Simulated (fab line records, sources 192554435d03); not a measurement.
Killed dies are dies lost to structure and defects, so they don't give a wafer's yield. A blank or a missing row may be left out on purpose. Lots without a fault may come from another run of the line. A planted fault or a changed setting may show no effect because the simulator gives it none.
Chamber matching | flow n5_finfet | N5_BEOL_M2_DESCUM_33 on rie_diel-06: 4 sister chambers
The step chemistry O2, time 7 s. 20 wafers are shown with their chamber, then 10 later ones without.

WAFERS WITH THEIR CHAMBER
wafer  | chamber | drypump_motor_current_A (A) | showerhead_plenum_p_Torr (Torr) | throttle_valve_pct (%)
L076.1 | 1       | 5.8                         | 2.04                            | 20.22
L076.3 | 2       | 4.9                         | 2.09                            | 20.54
L076.6 | 0       | 6.4                         | 2.10                            | 20.15
L078.2 | 1       | 5.8                         | 2.04                            | 20.26
L078.3 | 2       | 4.9                         | 2.09                            | 20.55
L078.5 | 1       | 5.8                         | 2.04                            | 20.25
L077.2 | 2       | 4.9                         | 2.09                            | 20.56
L077.4 | 1       | 5.8                         | 2.04                            | 20.27
L077.6 | 0       | 6.4                         | 2.09                            | 20.16
L080.1 | 1       | 5.8                         | 2.04                            | 20.26
L080.3 | 0       | 6.4                         | 2.09                            | 20.16
L080.5 | 0       | 6.4                         | 2.09                            | 20.16
L082.2 | 2       | 4.9                         | 2.09                            | 20.56
L082.3 | 0       | 6.4                         | 2.09                            | 20.16
L082.4 | 0       | 6.4                         | 2.09                            | 20.17
L086.1 | 0       | 6.4                         | 2.09                            | 20.17
L086.3 | 3       | 6.4                         | 2.19                            | 20.48
L086.6 | 3       | 6.4                         | 2.19                            | 20.49
L087.2 | 3       | 6.4                         | 2.19                            | 20.50
L087.5 | 1       | 5.7                         | 2.03                            | 20.30

SIGNATURES (means of the wafers above)
reading                  | chamber 0 | chamber 1 | chamber 2 | chamber 3 | scatter within a chamber
drypump_motor_current_A  | 6.400     | 5.783     | 4.900     | 6.400     | 0.0228
showerhead_plenum_p_Torr | 2.0914    | 2.0383    | 2.0900    | 2.1900    | 0.00325
throttle_valve_pct       | 20.1614   | 20.2600   | 20.5525   | 20.4900   | 0.0161
Rule: a wafer's distance from a chamber is the root of the sum, over the readings, of the square of ((its reading less the chamber's mean) divided by the reading's scatter). The wafer belongs to the nearest chamber; if the next one is less than 2 further off, it can't be placed. The scatter: the root of (the sum of the squares of (reading less its chamber's mean) over the shown wafers, divided by (wafers less chambers)).

WAFERS WITHOUT THEIR CHAMBER
wafer  | drypump_motor_current_A (A) | showerhead_plenum_p_Torr (Torr) | throttle_valve_pct (%)
L087.6 | 4.9                         | 2.08                            | 20.57
L090.3 | 6.4                         | 2.08                            | 20.20
L090.4 | 5.8                         | 2.03                            | 20.31
L090.6 | 5.8                         | 2.03                            | 20.30
L094.2 | 5.8                         | 2.03                            | 20.32
L094.3 | 6.4                         | 2.08                            | 20.22
L094.6 | 4.9                         | 2.08                            | 20.62
L096.4 | 6.4                         | 2.08                            | 20.21
L096.5 | 6.4                         | 2.18                            | 20.52
L096.6 | 5.7                         | 2.03                            | 20.32

WHICH CHAMBER EACH WENT THROUGH
wafer  | from the rows above | in truth
L087.6 | 2                   | 2
L090.3 | 0                   | 0
L090.4 | 1                   | 1
L090.6 | 1                   | 1
L094.2 | 1                   | 1
L094.3 | 0                   | 0
L094.6 | 2                   | 2
L096.4 | 0                   | 0
L096.5 | 3                   | 3
L096.6 | 1                   | 1
Placed correctly: 10 of 10. Can't be placed from these rows: 0. Placed wrongly: 0.
